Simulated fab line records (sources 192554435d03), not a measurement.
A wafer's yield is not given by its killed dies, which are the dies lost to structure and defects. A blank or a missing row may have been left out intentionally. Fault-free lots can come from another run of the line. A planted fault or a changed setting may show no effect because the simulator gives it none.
Split-lot experiment ; flow n5_finfet ; 7 lots, 21 wafers read, on a route of 1938 steps

== ON THE SPLIT ==
At N5_BEOL_M0_SAQP_HM_DEP_02 (deposits TiN, target thk 12 nm), the setting target_thk_a was moved away from the recipe's 120 angstrom on 4 of the 21 wafers read, by -12.0% to +11.3%. The other wafers ran this setting at the recipe's value.

The split's own step is where the reading is taken.

== THE READING ==
TiN_of_BEOL_M0_SAQP_HM_DEP_02.thk_nm (the simulator's own value, which no gauge read), in nm, at N5_BEOL_M0_SAQP_HM_DEP_02 (deposits TiN, target thk 12 nm). The file does not state a usual value for it. Across the 17 wafers here that went through the recipe, the average is 12.1 nm and the standard deviation 0.17 nm.

wafer;tool, chamber at the split;target_thk_a as run, angstrom;against the recipe;TiN_of_BEOL_M0_SAQP_HM_DEP_02.thk_nm, nm;against lot-mates on the recipe
L082.1;pvd_sputter-01, -;120;recipe;12;-
L082.2;pvd_sputter-01, -;128.2;+6.8%;12.4;+0.5
L082.6;pvd_sputter-01, -;120;recipe;11.8;-
L083.1;pvd_sputter-01, -;124.1;+3.4%;12.2;+0.3
L083.4;pvd_sputter-01, -;120;recipe;11.8;-
L083.6;pvd_sputter-01, -;120;recipe;12;-
L087.1;pvd_sputter-02, -;120;recipe;12.2;-
L087.4;pvd_sputter-02, -;120;recipe;12.2;-
L087.6;pvd_sputter-02, -;105.6;-12.0%;10.8;-1.4
L090.2;pvd_sputter-03, -;120;recipe;12;-
L090.3;pvd_sputter-03, -;120;recipe;12;-
L090.5;pvd_sputter-03, -;120;recipe;12;-
L092.1;pvd_sputter-03, -;120;recipe;12.4;-
L092.5;pvd_sputter-03, -;120;recipe;12.4;-
L092.3;pvd_sputter-03, -;120;recipe;12;-
L093.3;pvd_sputter-01, -;120;recipe;12;-
L093.6;pvd_sputter-01, -;120;recipe;12;-
L093.4;pvd_sputter-01, -;133.6;+11.3%;13.2;+1.2
L094.1;pvd_sputter-02, -;120;recipe;12.2;-
L094.5;pvd_sputter-02, -;120;recipe;12.2;-
L094.6;pvd_sputter-02, -;120;recipe;12;-

FIT RESULTS
A straight line over all 21 wafers: TiN_of_BEOL_M0_SAQP_HM_DEP_02.thk_nm changes by +0.0937 nm for each +1% of target_thk_a; r = +0.91; the points scatter about the line by 0.18 nm.
The same after taking each lot's own level away (the mean of its wafers on the recipe; 21 wafers): +0.106 nm for each +1%; r = +0.97; scatter 0.11 nm.
That fit puts the effect of the largest move of target_thk_a on the reading at 1.3 nm.
The span of the lots' own levels, 11.90 to 12.27 nm, comes to 2.2 times the standard deviation stated above.
Thus the slope moves with the lot-to-lot level: the two fits are different.
Check: for one of the wafers moved furthest among these (-12.0%), held out of the fit, the line's prediction against its lot-mates is -1.17 nm. It came out at -1.4 nm against them.

== OTHER SPLITS APPLIED TO THESE WAFERS ==
Other splits were also applied to these wafers ahead of the reading. Each is held against what the fit with the lots' levels taken away leaves over:
other split on the same wafers;wafers away from the commonest value;r with TiN_of_BEOL_M0_SAQP_HM_DEP_02.thk_nm (lot level and that fit taken away)
N5_MOL_CONTACT_COAG_ETCH_105 bias_w;7;-0.41
N5_MOL_CONTACT_COAG_ETCHBACK_136 target_depth_a;10;-0.23
N5_MOL_CONTACT_COAG_VIA_ETCH_117 bias_w;6;-0.28
N5_BEOL_M0_SAQP_PECVD_00 time_s;9;-0.22

== THE FILE'S OWN FIT ==
TiN_of_BEOL_M0_SAQP_HM_DEP_02.thk_nm changes by +0.105 nm for each +1% of target_thk_a, r = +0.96.
